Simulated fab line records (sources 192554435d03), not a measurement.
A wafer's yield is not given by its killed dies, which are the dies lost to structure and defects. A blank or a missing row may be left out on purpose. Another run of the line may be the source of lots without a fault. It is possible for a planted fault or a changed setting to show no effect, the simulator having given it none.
What tool caused it?    flow n5-finfet    6 lots, 17 wafers sampled, at 1 step of a route of 1938

## WHAT THE GAUGES SHOWED, per wafer
N5_GATE_CUT_INSPECT_15: inspects for defects (brightfield).
lot   measured      on                 raw-defect-count
L889  day 5 12:25   defect-inspect-02  121 86
L893  day 6 06:25   defect-inspect-02  94 108 123
L896  day 7 02:55   defect-inspect-02  122 53 168
L902  day 8 13:32   defect-inspect-01  110 135 132
L905  day 9 04:38   defect-inspect-01  93 127 98
L909  day 10 08:42  defect-inspect-01  100 107 180

## WHAT TOOL EACH LOT RAN ON (gives the tool, then ch and the chambers of the sampled wafers, and finally the start)
Before these readings, the record contains no process step.

## THE ANSWER, worked out from the rows above alone
Rule: the lots themselves supply what counts as usual. The widest of any qualifying gaps counts: lots, ordered by their means at a reading, are off when they make up no more than a third of the lots, leave a main group of 4 or more, and stand apart from it by 3 or more times the standard deviation of that group's means. If all means in a main group match to the digits the tables above print for the reading, that group is not used. A lot without any number at a reading at which 4 lots or more have one is off too. Any other lot the step has rows for is counted as sound.
Across all readings shown, no lot is off: no conclusion can be drawn from this.

## WHAT THE SIMULATOR PUT IN
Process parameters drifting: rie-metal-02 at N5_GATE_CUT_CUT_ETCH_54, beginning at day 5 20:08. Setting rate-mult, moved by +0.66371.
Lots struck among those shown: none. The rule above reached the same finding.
